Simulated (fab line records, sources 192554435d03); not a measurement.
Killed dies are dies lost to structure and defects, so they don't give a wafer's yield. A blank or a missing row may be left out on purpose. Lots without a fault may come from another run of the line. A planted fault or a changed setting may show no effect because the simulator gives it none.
Chamber matching | flow n5_finfet | N5_DUMMY_GATE_ETCH_32 on rie_si-06: 4 sister chambers
The step etches SiO2 in CF4, target depth 3.5 nm, time 3.9 s. 18 wafers are shown with their chamber, then 8 later ones without.

WAFERS WITH THEIR CHAMBER
wafer  | chamber | drypump_motor_current_A (A) | he_backside_leak_sccm (sccm) | oes_product_au (a.u.)
L081.1 | 2       | 5.8                         | 3.4                          | 0.996
L081.5 | 0       | 6.6                         | 2.3                          | 1.038
L081.6 | 3       | 5.3                         | 3.0                          | 1.024
L084.1 | 2       | 5.8                         | 3.3                          | 1.004
L084.3 | 1       | 6.6                         | 2.4                          | 1.018
L084.4 | 3       | 5.3                         | 2.9                          | 1.013
L087.1 | 3       | 5.2                         | 3.0                          | 1.014
L087.2 | 2       | 5.8                         | 3.3                          | 0.990
L087.3 | 1       | 6.7                         | 2.3                          | 1.017
L088.3 | 3       | 5.3                         | 2.9                          | 1.024
L088.5 | 1       | 6.6                         | 2.6                          | 1.022
L088.6 | 0       | 6.6                         | 2.4                          | 1.039
L089.1 | 0       | 6.6                         | 2.5                          | 1.020
L089.2 | 1       | 6.7                         | 2.6                          | 1.020
L089.5 | 1       | 6.7                         | 2.5                          | 1.021
L091.1 | 2       | 5.8                         | 3.2                          | 0.989
L091.2 | 3       | 5.2                         | 3.1                          | 1.009
L091.6 | 0       | 6.6                         | 2.5                          | 1.030

SIGNATURES (means of the wafers above)
reading                 | chamber 0 | chamber 1 | chamber 2 | chamber 3 | scatter within a chamber
drypump_motor_current_A | 6.600     | 6.660     | 5.800     | 5.260     | 0.0414
he_backside_leak_sccm   | 2.425     | 2.480     | 3.300     | 2.980     | 0.101
oes_product_au          | 1.03175   | 1.01960   | 0.99475   | 1.01680   | 0.00643
Rule: a wafer's distance from a chamber is the root of the sum, over the readings, of the square of ((its reading less the chamber's mean) divided by the reading's scatter). The wafer belongs to the nearest chamber; if the next one is less than 2 further off, it can't be placed. The scatter: the root of (the sum of the squares of (reading less its chamber's mean) over the shown wafers, divided by (wafers less chambers)).

WAFERS WITHOUT THEIR CHAMBER
wafer  | drypump_motor_current_A (A) | he_backside_leak_sccm (sccm) | oes_product_au (a.u.)
L092.2 | 5.3                         | 3.1                          | 1.003
L092.3 | 6.6                         | 2.5                          | 1.011
L094.2 | 5.3                         | 3.0                          | 1.007
L094.3 | 6.6                         | 2.4                          | 1.046
L094.5 | 6.6                         | 2.4                          | 1.023
L095.1 | 5.3                         | 2.9                          | 1.020
L095.3 | 6.6                         | 2.3                          | 1.029
L095.6 | 6.7                         | 2.5                          | 1.003

WHICH CHAMBER EACH WENT THROUGH
wafer  | from the rows above     | in truth
L092.2 | 3                       | 3
L092.3 | can't be placed: 1 or 0 | 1
L094.2 | 3                       | 3
L094.3 | 0                       | 0
L094.5 | can't be placed: 0 or 1 | 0
L095.1 | 3                       | 3
L095.3 | can't be placed: 0 or 1 | 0
L095.6 | 1                       | 1
Placed correctly: 5 of 8. Can't be placed from these rows: 3 (the true chamber is among the candidates in 3). Placed wrongly: 0.
